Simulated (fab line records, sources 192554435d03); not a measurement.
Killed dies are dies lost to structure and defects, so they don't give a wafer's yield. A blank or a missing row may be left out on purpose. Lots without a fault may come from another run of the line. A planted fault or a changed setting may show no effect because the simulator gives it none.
fab line records | flow n5_finfet
record lots=7 wafers=21
route steps=1938 shown BEOL_M11@1579 BEOL_M12@1636 BEOL_M13@1680 BEOL_M15@1776 MIM_BOT@1833 MIM_TOP@1838 PASSIVATION@1901
start_h: hours from the record's first day to the start of the lot's first wafer shown | wait_h: hours since the lot's step before | " the same as in the row above | L1.1+2: a row that stands for several wafers | - no value, or no start given | * or withheld: withheld | < > ~ a bound
route shown NAME@n: a module of which the file shows steps, and the number in the route of the first | usual: mean/standard deviation of fault-free wafers | same: alike in all rows | chamber/n: place in a boat | sites: the reading at each site | _std_site: their standard deviation | _edge_site: outer sites' mean less inner sites' | radius_mm: how far each site lies from the wafer's centre | mask NAME#n: copy n | behind: the tool/chamber that last shaped the wafer | hold: why the lot was held/for how many hours/how that ended | device: the transistor (n, p or np) that didn't switch | end of line: the same wafers' tests at the end of the route | a step without rows: its recipe alone | killed: dies lost to structure and defects at the first sort, not the wafer's yield | map: a wafer's dies, x killed, . not, _ none there
set.NAME: the setting as run; set.NAME@STEP: as run at that earlier step | model.NAME: the simulator's own value behind a step, which no gauge read
lots whose settings were changed on purpose; a table a step, a row a wafer
## steps
# step N5_BEOL_M11_ETCH_41
# recipe chemistry=CH3F/O2 target=SiCN target_depth_a=426 taper_deg=2 time_s=86 ion_energy_ev=120 mask_material=TiN pressure_mtorr=30 source_w=395 bias_w=75 Ar_flow_sccm=150 CH3F_flow_sccm=30 O2_flow_sccm=20
# columns lot.wafer tool chamber start_h wait_h set.time_s model.etch.depth_nm
L082.4 rie_diel-05 2 - - 86 32.63
L082.5 " 1 " " 86 31.38
L082.6 " 0 " " 86 32.17
L088.2 rie_diel-05 0 - - 86 31.86
L088.3 " 3 " " 86 32.72
L088.5 " 3 " " 86 32.93
L092.3 rie_diel-04 3 - - 86 32.6
L092.4 " 0 " " 70.65 26.63
L092.6 " 0 " " 86 32.32
L090.2 rie_diel-05 2 - - 86 32.16
L090.4 " 1 " " 96.27 36.53
L090.6 " 0 " " 96.27 35.25
L091.1 rie_diel-04 1 - - 86 33.29
L091.4 " 2 " " 86 32.73
L091.6 " 2 " " 86 32.8
L095.1 rie_diel-05 1 - - 101.2 38.76
L095.2 " 3 " " 86 32.88
L095.5 " 2 " " 86 31.92
L096.1 rie_diel-04 0 - - 86 32.39
L096.3 " 2 " " 86 32.82
L096.5 " 0 " " 86 32.22
# step N5_BEOL_M11_STRIP_77
# recipe chemistry=N2/H2 time_s=10 power_w=450 temp_c=40 pressure_mtorr=20 rf_frequency_hz=6e+07 bias_power_w=7 n2_flow_sccm=200 h2_flow_sccm=200
# step N5_BEOL_M11_OCD_MEAS_38
# usual trench_depth_nm=147/3.1
# columns lot.wafer tool chamber start_h wait_h set.time_s@BEOL_M11_TRENCH_ETCH_37 trench_depth_nm
L082.4 ocd-02 - 280.55 - 48 149
L082.5 " - " " 48 143
L082.6 " - " " 48 146
L088.2 ocd-02 - 313.70 - 48 144
L088.3 " - " " 48 147
L088.5 " - " " 48 147
L092.3 ocd-02 - 333.66 - 48 148
L092.4 " - " " 48 147
L092.6 " - " " 48 147
L090.2 ocd-01 - 338.57 - 52.79 161
L090.4 " - " " 48 147
L090.6 " - " " 48 144
L091.1 ocd-01 - 338.81 - 43.94 139
L091.4 " - " " 48 152
L091.6 " - " " 43.94 140
L095.1 ocd-02 - 375.82 - 48 148
L095.2 " - " " 48 150
L095.5 " - " " 48 147
L096.1 ocd-01 - 404.17 - 53.61 164
L096.3 " - " " 53.61 168
L096.5 " - " " 48 148
# step N5_BEOL_M11_HM_STRIP_39
# recipe chemistry=peroxide_tin_strip material=TiN target_depth_a=250 temp_c=50 time_s=158
# step N5_BEOL_M11_SRD_40
# recipe time_s=30 temp_c=23 rinse_liquid=diw dry=ipa_marangoni
# step N5_BEOL_M11_ECD_50
# recipe material=Cu target_thk_a=3180
# step N5_BEOL_M11_ANNEAL_51
# recipe temp_c=225 time_s=90 ambient=N2
# step N5_BEOL_M11_CMP_52
# recipe stop_on=SiCOH_lowk t_overpolish_s=7 down_force_psi=1 platen_rpm=50 clearing_platen_down_force_psi=1.5 clearing_platen_rpm=50 post_cmp_clean=cu_alkaline target_thk_nm=140 clearing_platen_pad_velocity_m_s=0.99484 pad_velocity_m_s=0.99484
# columns lot.wafer tool chamber start_h wait_h set.time_s@BEOL_M11_TRENCH_ETCH_37 model.Cu_of_BEOL_M11_ECD_50.thk_nm
L082.4 cmp-01 3 282.69 0.2 48 139.4
L082.5 " 2 " " 48 134.8
L082.6 " 3 " " 48 136.4
L088.3 cmp-01 1 315.78 0.2 48 137.8
L088.2 " 2 " " 48 134
L088.5 " 0 " " 48 139
L092.3 cmp-04 1 337.77 0.2 48 139.2
L092.4 " 2 " " 48 136
L092.6 " 0 " " 48 137
L090.2 cmp-01 2 341.34 0.2 52.79 152.8
L090.4 " 3 " " 48 138.2
L090.6 " 2 " " 48 136
L091.4 cmp-04 1 341.62 0.2 48 142.8
L091.1 " 2 " " 43.94 130.4
L091.6 " 1 " " 43.94 129.2
L095.2 cmp-03 0 378.91 0.3 48 142
L095.1 " 1 " " 48 140.2
L095.5 " 2 " " 48 139
L096.1 cmp-01 1 406.06 0.3 53.61 156
L096.3 " 3 " " 53.61 158.8
L096.5 " 2 " " 48 138.8
# step N5_BEOL_M11_THK_MEAS_53
# recipe thk_meas_gauge=xrf reads=Cu_of_BEOL_M11_ECD_50
# usual M11_THK=140/3.1
# columns lot.wafer tool chamber start_h wait_h set.time_s@BEOL_M11_TRENCH_ETCH_37 M11_THK[nm]
L082.4 film_metro-01 - 282.95 - 48 142
L082.5 " - " " 48 137
L082.6 " - " " 48 139
L088.2 film_metro-02 - 316.04 - 48 135
L088.3 " - " " 48 139
L088.5 " - " " 48 141
L092.3 film_metro-01 - 337.99 - 48 140
L092.4 " - " " 48 137
L092.6 " - " " 48 138
L090.2 film_metro-02 - 341.63 - 52.79 154
L090.4 " - " " 48 138
L090.6 " - " " 48 137
L091.1 film_metro-02 - 341.88 - 43.94 131
L091.4 " - " " 48 144
L091.6 " - " " 43.94 130
L095.1 film_metro-01 - 379.13 - 48 140
L095.2 " - " " 48 142
L095.5 " - " " 48 139
L096.1 film_metro-02 - 406.35 - 53.61 156
L096.3 " - " " 53.61 159
L096.5 " - " " 48 139
# step N5_BEOL_M11_PRE_CLEAN_55
# recipe gas=NH3 time_s=15 temp_c=withheld rf_power_w=300
# step N5_BEOL_M11_DEP_56
# recipe material=SiCN target_thk_a=300 temp_c=withheld precursor=3MS/NH3 pressure_torr=3 rf_w=675 time_s=10.5
# step N5_BEOL_M11_RS_MEAS_57
# recipe thk_meas_gauge=four-point-probe reads=Cu_of_BEOL_M11_ECD_50+Co_of_BEOL_M11_CVD_75+TaN_of_BEOL_M11_ALD_74
# usual M11_RS=0.153/0.0037
# columns lot.wafer tool chamber start_h wait_h set.time_s@BEOL_M11_TRENCH_ETCH_37 M11_RS[ohm/sq]
L082.4 film_metro-02 - 283.08 0.0 48 0.151
L082.5 " - " " 48 0.157
L082.6 " - " " 48 0.155
L088.2 film_metro-01 - 316.17 0.0 48 0.158
L088.3 " - " " 48 0.153
L088.5 " - " " 48 0.152
L092.3 film_metro-02 - 338.12 0.0 48 0.152
L092.4 " - " " 48 0.156
L092.6 " - " " 48 0.155
L090.2 film_metro-02 - 341.76 0.0 52.79 0.137
L090.4 " - " " 48 0.153
L090.6 " - " " 48 0.156
L091.1 film_metro-02 - 342.00 0.0 43.94 0.163
L091.4 " - " " 48 0.148
L091.6 " - " " 43.94 0.165
L095.1 film_metro-02 - 379.25 0.0 48 0.151
L095.2 " - " " 48 0.148
L095.5 " - " " 48 0.152
L096.1 film_metro-02 - 406.48 0.0 53.61 0.134
L096.3 " - " " 53.61 0.132
L096.5 " - " " 48 0.152
# step N5_BEOL_M12_ETCH_67
# recipe chemistry=CF4 target=SiARC target_depth_a=1430 time_s=238.3 ion_energy_ev=80 pressure_mtorr=40 source_w=545 bias_w=36 Ar_flow_sccm=100 cf4_flow_sccm=100 ends=cleared
# usual rf_vpp_V=184.0/1
# columns lot.wafer tool chamber start_h wait_h set.source_w rf_vpp_V
L082.4 rie_diel-03 0 285.53 0.0 598.4 178.0
L082.5 " 3 " " 598.4 178.9
L082.6 " 0 " " 598.4 176.8
L088.2 rie_diel-01 0 318.11 0.0 545 184.7
L088.3 " 1 " " 545 184.0
L088.5 " 2 " " 545 183.6
L092.3 rie_diel-06 0 339.73 0.0 631.2 176.0
L092.4 " 1 " " 545 185.2
L092.6 " 0 " " 631.2 176.0
L090.2 rie_diel-03 1 343.29 0.0 580.3 180.3
L090.4 " 2 " " 580.3 178.5
L090.6 " 3 " " 545 182.3
L091.1 rie_diel-06 0 343.66 0.0 545 185.7
L091.4 " 3 " " 545 184.9
L091.6 " 0 " " 545 183.6
L095.1 rie_diel-03 0 381.17 0.0 545 184.6
L095.2 " 3 " " 545 183.4
L095.5 " 3 " " 636.7 174.7
L096.1 rie_diel-01 2 408.39 0.0 545 182.3
L096.3 " 3 " " 500.8 189.6
L096.5 " 3 " " 500.8 189.7
# step N5_BEOL_M12_ETCH_38
# recipe chemistry=CF4/N2 target=SiCN target_depth_a=687 taper_deg=2 time_s=73.4 ion_energy_ev=150 mask_material=SiO2 pressure_mtorr=40 source_w=430 bias_w=70 Ar_flow_sccm=100 cf4_flow_sccm=60 n2_flow_sccm=60
# columns lot.wafer tool chamber start_h wait_h set.time_s model.etch.depth_nm
L082.4 rie_diel-03 3 287.38 - 73.4 58.02
L082.5 " 2 " " 87.77 67.01
L082.6 " 1 " " 87.77 69.6
L088.2 rie_diel-03 2 319.95 - 73.4 55.56
L088.3 " 0 " " 73.4 59.43
L088.5 " 1 " " 73.4 58.3
L092.3 rie_diel-01 2 340.39 - 87.15 69.24
L092.4 " 0 " " 87.15 64.94
L092.6 " 2 " " 87.15 68.71
L090.2 rie_diel-03 3 343.93 - 73.4 58.17
L090.4 " 0 " " 73.4 59.4
L090.6 " 3 " " 61.98 49.14
L091.1 rie_diel-01 1 346.04 - 73.4 55.84
L091.4 " 1 " " 73.4 55.98
L091.6 " 2 " " 73.4 58.88
L095.1 rie_diel-01 2 382.52 - 73.4 58.82
L095.2 " 1 " " 73.4 55.69
L095.5 " 1 " " 73.4 55.86
L096.1 rie_diel-01 2 409.19 - 73.4 58.43
L096.3 " 0 " " 73.4 55.3
L096.5 " 2 " " 73.4 58.51
# step N5_BEOL_M13_COAT_65
# recipe resist=SOC temp_c=250 time_s=60 spin_rpm=1500 resist_thk_nm=350
# columns lot.wafer tool chamber start_h wait_h set.spin_rpm model.SOC_of_BEOL_M13_COAT_65.thk_nm
L082.4 litho_track-05 0 290.34 0.0 1644 334.8
L082.5 " 0 " " 1644 334.4
L082.6 " 0 " " 1500 350.4
L088.2+3 litho_track-03 0 322.89 0.0 1500 350.4
L088.5 " 0 " " 1500 349.4
L092.3+4 litho_track-05 0 345.15 0.0 1500 352.2
L092.6 " 0 " " 1500 352
L090.2 litho_track-01 0 346.58 0.0 1500 351.2
L090.4 " 0 " " 1565 345.8
L090.6 " 0 " " 1500 352.4
L091.1 litho_track-05 0 349.37 0.0 1500 351.8
L091.4 " 0 " " 1409 362
L091.6 " 0 " " 1409 362.6
L095.1 litho_track-05 0 385.60 0.0 1500 350.4
L095.2 " 0 " " 1353 369.8
L095.5 " 0 " " 1353 368.8
L096.1+3 litho_track-01 0 414.52 0.0 1500 351
L096.5 " 0 " " 1500 351.8
# step N5_BEOL_M15_COAT_04
# recipe spin_rpm=1704 resist_thk_nm=800
# columns lot.wafer tool chamber start_h wait_h set.spin_rpm model.coat_of_BEOL_M15_COAT_04.thk_nm
L082.4 litho_track-01 0 - - 1822 775.2
L082.5 " 0 " " 1704 801.8
L082.6 " 0 " " 1822 771.8
L088.2 litho_track-02 0 - - 1704 798.2
L088.3 " 0 " " 1704 798.8
L088.5 " 0 " " 1704 800.4
L092.3 litho_track-03 0 - - 1704 803.2
L092.4 " 0 " " 1858 770.2
L092.6 " 0 " " 1858 769.2
L091.1 litho_track-02 0 - - 1599 825.2
L091.4 " 0 " " 1704 800.4
L091.6 " 0 " " 1704 800.8
L090.2 litho_track-01 0 - - 1627 822.6
L090.4 " 0 " " 1704 804.2
L090.6 " 0 " " 1627 824.2
L095.1 litho_track-03 0 - - 1704 800.6
L095.2+5 " 0 " " 1704 798.4
L096.1 litho_track-01 0 - - 1704 800.8
L096.3 " 0 " " 1704 802.2
L096.5 " 0 " " 1704 801.8
# step N5_BEOL_M15_EBR_06
# recipe solvent=PGMEA ebr_width_mm=1.5
# step N5_BEOL_M15_SOFTBAKE_05
# recipe temp_c=130 time_s=60
# step N5_BEOL_M15_DESCUM_15
# recipe chemistry=O2 time_s=7.9 source_power_w=50 bias_power_w=20 pressure_mtorr=20 rf_frequency_hz=2.712e+07 temp_c=40 o2_flow_sccm=225
# step N5_BEOL_M15_ETCH_59
# recipe chemistry=N2/H2 target=BARC target_depth_a=890 overetch_a=267 time_s=67.9 ion_energy_ev=200 pressure_mtorr=30 source_w=840 bias_w=150 n2_flow_sccm=200 h2_flow_sccm=200
# columns lot.wafer tool chamber start_h wait_h set.spin_rpm@BEOL_M15_COAT_04 model.coat_of_BEOL_M15_COAT_04.thk_nm
L082.4 rie_diel-04 0 312.67 0.0 1822 694.8
L082.5 " 1 " " 1704 719.2
L082.6 " 2 " " 1822 687.2
L088.2 rie_diel-04 2 334.49 0.0 1704 714.6
L088.3 " 1 " " 1704 716.2
L088.5 " 0 " " 1704 720
L092.3 rie_diel-05 2 360.82 0.0 1704 721
L092.4 " 0 " " 1858 689.8
L092.6 " 1 " " 1858 687.8
L091.1 rie_diel-02 0 361.11 0.0 1599 747.6
L091.4 " 2 " " 1704 716.4
L091.6 " 1 " " 1704 720.2
L090.2 rie_diel-02 0 363.87 0.0 1627 744.2
L090.4 " 1 " " 1704 723.6
L090.6 " 1 " " 1627 744
L095.1 rie_diel-05 2 393.36 0.0 1704 718.6
L095.2 " 1 " " 1704 716.8
L095.5 " 1 " " 1704 717.2
L096.1+3 rie_diel-05 1,3 425.82 0.0 1704 719.8
L096.5 " 3 " " 1704 719.6
# step N5_BEOL_M15_VIA_ETCH_16
# recipe chemistry=C4F8/O2/Ar target=SiO2 he_inner_torr=15 he_outer_torr=30 target_depth_a=17922 time_s=withheld ion_energy_ev=800 pressure_mtorr=20 source_w=1905 bias_w=2040 Ar_flow_sccm=400 C4F8_flow_sccm=16 O2_flow_sccm=12 ends=cleared
# columns lot.wafer tool chamber start_h wait_h set.spin_rpm@BEOL_M15_COAT_04 model.coat_of_BEOL_M15_COAT_04.thk_nm
L082.4 rie_diel-04 0 312.72 0.0 1822 295.8
L082.5 " 1 " " 1704 325.4
L082.6 " 2 " " 1822 298.4
L088.2 rie_diel-04 2 334.54 0.0 1704 332.6
L088.3 " 1 " " 1704 326
L088.5 " 0 " " 1704 317.4
L092.3 rie_diel-05 2 360.87 0.0 1704 347.4
L092.4 " 0 " " 1858 294.8
L092.6 " 1 " " 1858 309.6
L091.1 rie_diel-02 0 361.16 0.0 1599 371.6
L091.4 " 2 " " 1704 321
L091.6 " 1 " " 1704 334.8
L090.2 rie_diel-02 0 363.92 0.0 1627 359.2
L090.4 " 1 " " 1704 331.6
L090.6 " 1 " " 1627 345
L095.1 rie_diel-05 2 393.41 0.0 1704 354.4
L095.2 " 1 " " 1704 340.6
L095.5 " 1 " " 1704 337.4
L096.1 rie_diel-05 1 425.87 0.0 1704 347.6
L096.3 " 3 " " 1704 343.4
L096.5 " 3 " " 1704 333.4
# step N5_MIM_BOT_SPUTTER_00
# recipe material=TiN target_thk_a=350 temp_c=200 power_w=3000 chamber_pressure_pa=0.49996 gas=Ar reactive_partial_pa=0.37997 time_s=89.7
# columns lot.wafer tool chamber start_h wait_h set.time_s model.TiN_of_MIM_BOT_SPUTTER_00.thk_nm
L082.4+5 pvd_sputter-02 - 319.76 0.0 89.7 35.2
L082.6 " - " " 98.77 37.8
L088.2+5 pvd_sputter-03 - 341.25 0.0 89.7 35.4
L088.3 " - " " 89.7 34.8
L092.3 pvd_sputter-02 - 367.19 0.0 89.7 34.6
L092.4 " - " " 89.7 34.2
L092.6 " - " " 89.7 33.6
L091.1 pvd_sputter-02 - 367.99 0.0 89.7 34.4
L091.4 " - " " 89.7 35.2
L091.6 " - " " 93.18 36.2
L090.2 pvd_sputter-01 - 372.60 0.0 89.7 34.6
L090.4 " - " " 83.36 32.8
L090.6 " - " " 89.7 34.8
L095.1 pvd_sputter-02 - 399.43 0.0 77.08 29
L095.2 " - " " 89.7 34.8
L095.5 " - " " 89.7 34.4
L096.1+3 pvd_sputter-01 - 434.16 0.0 77.77 30
L096.5 " - " " 89.7 34.8
# step N5_MIM_TOP_SPUTTER_03
# recipe material=TiN target_thk_a=350 temp_c=200 power_w=3000 chamber_pressure_pa=0.49996 gas=Ar reactive_partial_pa=0.37997 time_s=89.7
# columns lot.wafer tool chamber start_h wait_h set.power_w model.TiN_of_MIM_TOP_SPUTTER_03.thk_nm
L082.4+5 pvd_sputter-02 - 320.52 0.0 3000 35
L082.6 " - " " 3000 34.6
L088.2 pvd_sputter-01 - 343.27 0.0 3000 34.8
L088.3 " - " " 3000 34
L088.5 " - " " 3000 34.6
L092.3 pvd_sputter-02 - 367.87 0.0 3000 34.8
L092.4 " - " " 3000 35.4
L092.6 " - " " 3000 35.6
L091.1 pvd_sputter-03 - 372.32 0.0 3464 40.2
L091.4 " - " " 3000 34.4
L091.6 " - " " 3464 40
L090.2 pvd_sputter-01 - 373.22 0.0 3000 35
L090.4 " - " " 3340 38.4
L090.6 " - " " 3340 38.8
L095.1+2 pvd_sputter-02 - 400.07 0.0 3437 40
L095.5 " - " " 3000 34.6
L096.1 pvd_sputter-02 - 434.92 0.0 3000 34
L096.3 " - " " 3207 37
L096.5 " - " " 3000 34.2
# step N5_PASSIVATION_EXPOSE_27
# recipe mask_id=PAD na=0.55 source_shape=conventional sigma_outer=0.8 polarization=unpolarized defocus_nm=0 dose_mj=32.3
# columns lot.wafer tool chamber start_h wait_h mask set.dose_mj
L082.4 krf_scanner-01 0 326.61 - PAD#0 32.3
L082.5+6 " 0 " " PAD#0 30.41
L088.2+3+5 krf_scanner-01 0 348.25 - PAD#0 32.3
L092.3+4+6 krf_scanner-01 0 373.51 - PAD#0 32.3
L091.1+4+6 krf_scanner-02 0 376.71 - PAD#0 32.3
L090.2+6 krf_scanner-01 0 380.69 - PAD#0 32.3
L090.4 " 0 " " PAD#0 31.52
L095.1+5 krf_scanner-02 0 405.17 - PAD#0 32.3
L095.2 " 0 " " PAD#0 30.53
L096.1+3+5 krf_scanner-01 0 442.75 - PAD#0 32.3
# step N5_PASSIVATION_PEB_28
# recipe peb_temp_c=withheld peb_time_s=*
# step N5_PASSIVATION_DEVELOP_29
# recipe develop_time_s=60 rinse_liquid=diw dry=air_spin dev_temp_c=21
# step N5_PASSIVATION_HARDBAKE_31
# recipe temp_c=130 time_s=120
# step N5_PASSIVATION_CD_MEAS_30
# recipe target_cd_nm=4000 landing_energy_ev=500 detector=se_inlens polarity=opening
# usual cd_nm=3999.2/2.2
# columns lot.wafer tool chamber start_h wait_h set.dose_mj@PASSIVATION_EXPOSE_27 cd_nm
L082.4 cd_sem-03 0 326.77 - 32.3 4002.9
L082.5 " 0 " " 30.41 3988.5
L082.6 " 0 " " 30.41 3984.7
L088.2 cd_sem-01 0 348.42 - 32.3 4003.8
L088.3 " 0 " " 32.3 3999.1
L088.5 " 0 " " 32.3 3997.7
L092.3 cd_sem-02 0 373.67 - 32.3 4000.7
L092.4 " 0 " " 32.3 4004.4
L092.6 " 0 " " 32.3 4000.6
L091.1 cd_sem-01 0 376.89 - 32.3 4001.7
L091.4 " 0 " " 32.3 3999.5
L091.6 " 0 " " 32.3 4000.3
L090.2 cd_sem-01 0 380.86 - 32.3 3996.0
L090.4 " 0 " " 31.52 3990.3
L090.6 " 0 " " 32.3 3999.0
L095.1 cd_sem-01 0 405.35 - 32.3 3998.7
L095.2 " 0 " " 30.53 3988.9
L095.5 " 0 " " 32.3 3998.5
L096.1 cd_sem-03 0 442.92 - 32.3 3995.1
L096.3 " 0 " " 32.3 3997.7
L096.5 " 0 " " 32.3 3999.5
# step N5_PASSIVATION_DESCUM_32
# recipe chemistry=O2 time_s=7.9 source_power_w=50 bias_power_w=20 pressure_mtorr=20 rf_frequency_hz=2.712e+07 temp_c=40 o2_flow_sccm=225
# columns lot.wafer tool chamber start_h wait_h set.time_s
L082.4+5+6 rie_diel-01 3,0,3 326.91 0.1 7.9
L088.2+3+5 rie_diel-01 1,3,1 348.51 0.0 7.9
L092.3+4 rie_diel-03 2,0 373.76 0.0 7.9
L092.6 " 2 " " 8.933
L091.1+4 rie_diel-06 3,1 376.98 0.0 8.91
L091.6 " 3 " " 7.9
L090.2+4 rie_diel-03 2,3 381.00 0.1 6.31
L090.6 " 0 " " 7.9
L095.1+5 rie_diel-03 0 405.44 0.0 7.9
L095.2 " 1 " " 7.051
L096.1 rie_diel-03 3 443.01 0.0 7.379
L096.3+5 " 1,2 " " 7.9
# step N5_PASSIVATION_PROBE_49
# usual killed_dies=101/20
# columns lot.wafer tool chamber start_h wait_h set.power_w@MIM_TOP_SPUTTER_03 killed_dies
L082.4 prober-02 - 331.87 0.2 3000 102
L082.5 prober-02 - 331.92 0.2 3000 96
L082.6 prober-02 - 331.97 0.3 3000 77
L088.2 prober-01 - 354.15 0.1 3000 129
L088.3 prober-01 - 354.20 0.1 3000 99
L088.5 prober-01 - 354.30 0.2 3000 101
L092.3 prober-01 - 378.64 0.1 3000 1165
L092.4 prober-01 - 378.69 0.2 3000 1162
L092.6 prober-01 - 378.79 0.3 3000 1167
L091.1 prober-02 - 382.02 0.0 3464 1176
L091.4 prober-02 - 382.17 0.2 3000 100
L091.6 prober-02 - 382.27 0.3 3464 1179
L090.2 prober-02 - 385.98 0.1 3000 90
L090.4 prober-02 - 386.08 0.2 3340 900
L090.6 prober-02 - 386.18 0.3 3340 890
L095.1 prober-02 - 410.60 0.0 3437 1166
L095.2 prober-02 - 410.65 0.1 3437 1173
L095.5 prober-02 - 410.80 0.2 3000 80
L096.1 prober-02 - 447.81 0.0 3000 175
L096.3 prober-02 - 447.91 0.1 3207 318
L096.5 prober-02 - 448.01 0.2 3000 85
## key
split step=N5_BEOL_M11_ETCH_41 setting=time_s stated=86 by=wafer
response step=N5_BEOL_M11_ETCH_41 reading=model.etch.depth_nm change=+0.338 per=1% r=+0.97
split step=N5_BEOL_M12_ETCH_67 setting=source_w stated=545 by=wafer
response step=N5_BEOL_M12_ETCH_67 reading=rf_vpp_V change=-0.596 per=1% r=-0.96
split step=N5_BEOL_M12_ETCH_38 setting=time_s stated=73.4 by=wafer
response step=N5_BEOL_M12_ETCH_38 reading=model.etch.depth_nm change=+0.562 per=1% r=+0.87
split step=N5_BEOL_M13_COAT_65 setting=spin_rpm stated=1500 by=wafer
response step=N5_BEOL_M13_COAT_65 reading=model.SOC_of_BEOL_M13_COAT_65.thk_nm change=-1.75 per=1% r=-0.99
split step=N5_BEOL_M15_COAT_04 setting=spin_rpm stated=1704 by=wafer
response step=N5_BEOL_M15_COAT_04 reading=model.coat_of_BEOL_M15_COAT_04.thk_nm change=-3.92 per=1% r=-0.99
response step=N5_BEOL_M15_ETCH_59 reading=model.coat_of_BEOL_M15_COAT_04.thk_nm change=-4.04 per=1% r=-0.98
response step=N5_BEOL_M15_VIA_ETCH_16 reading=model.coat_of_BEOL_M15_COAT_04.thk_nm change=-5.14 per=1% r=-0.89
split step=N5_MIM_BOT_SPUTTER_00 setting=time_s stated=89.7 by=wafer
response step=N5_MIM_BOT_SPUTTER_00 reading=model.TiN_of_MIM_BOT_SPUTTER_00.thk_nm change=+0.346 per=1% r=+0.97
split step=N5_MIM_TOP_SPUTTER_03 setting=power_w stated=3000 by=wafer
response step=N5_MIM_TOP_SPUTTER_03 reading=model.TiN_of_MIM_TOP_SPUTTER_03.thk_nm change=+0.363 per=1% r=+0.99
response step=N5_PASSIVATION_PROBE_49 reading=killed_dies slope=+68.5 per=1% together_with=none explained=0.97
split step=N5_PASSIVATION_EXPOSE_27 setting=dose_mj stated=32.3 by=wafer
response step=N5_PASSIVATION_CD_MEAS_30 reading=cd_nm change=+2.36 per=1% r=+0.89
split step=N5_PASSIVATION_DESCUM_32 setting=time_s stated=7.9 by=wafer
response none in this file
split outside_this_file step=N5_BEOL_M11_TRENCH_ETCH_37 setting=time_s
# split outside_this_file: this setting was split too, and the file shows its column; the key of that split is in another file
